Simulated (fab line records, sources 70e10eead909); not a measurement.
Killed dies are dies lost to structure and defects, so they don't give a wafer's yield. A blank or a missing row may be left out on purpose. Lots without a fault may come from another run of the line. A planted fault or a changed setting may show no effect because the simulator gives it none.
Chamber matching | flow nand_harc | NHARC_P_M1_ETCH_35 on rie_diel-08: 4 sister chambers
The step etches the open film in N2/H2, target depth 40 nm, overetch 12 nm, time 43.94 s. 8 wafers are shown with their chamber, then 9 later ones without.

WAFERS WITH THEIR CHAMBER
wafer  | chamber | drypump_motor_current_A (A) | rf_vpp_V (V)
L086.2 | 3       | 5.4                         | 431.2
L087.3 | 2       | 5.5                         | 429.8
L087.5 | 2       | 5.5                         | 428.7
L091.1 | 1       | 6.2                         | 429.1
L091.4 | 3       | 5.4                         | 430.1
L090.1 | 1       | 6.1                         | 427.1
L090.4 | 0       | 5.6                         | 427.1
L090.5 | 0       | 5.6                         | 426.5

WAFERS WITHOUT THEIR CHAMBER
wafer  | drypump_motor_current_A (A) | rf_vpp_V (V)
L092.1 | 6.1                         | 428.5
L092.2 | 5.5                         | 427.7
L092.4 | 5.6                         | 428.9
L094.2 | 6.1                         | 426.6
L094.3 | 5.6                         | 427.5
L094.4 | 5.4                         | 430.0
L097.1 | 5.5                         | 427.5
L097.2 | 6.1                         | 427.3
L097.3 | 5.6                         | 427.0

WHICH CHAMBER EACH WENT THROUGH
wafer  | from the rows above     | in truth
L092.1 | 1                       | 1
L092.2 | can't be placed: 2 or 0 | 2
L092.4 | can't be placed: 0 or 2 | 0
L094.2 | 1                       | 1
L094.3 | 0                       | 0
L094.4 | 3                       | 3
L097.1 | can't be placed: 2 or 0 | 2
L097.2 | 1                       | 1
L097.3 | 0                       | 0
Placed correctly: 6 of 9. Can't be placed from these rows: 3 (the true chamber is among the candidates in 3). Placed wrongly: 0.
How it was worked out, from the rows above alone: a wafer's distance from a chamber is the root of the sum, over the readings, of the square of ((its reading less the chamber's mean) divided by the reading's scatter). The wafer belongs to the nearest chamber; if the next one is less than 2 further off, it can't be placed. A chamber's mean is the mean of its shown wafers. The scatter: the root of (the sum of the squares of (reading less its chamber's mean) over the shown wafers, divided by (wafers less chambers)).
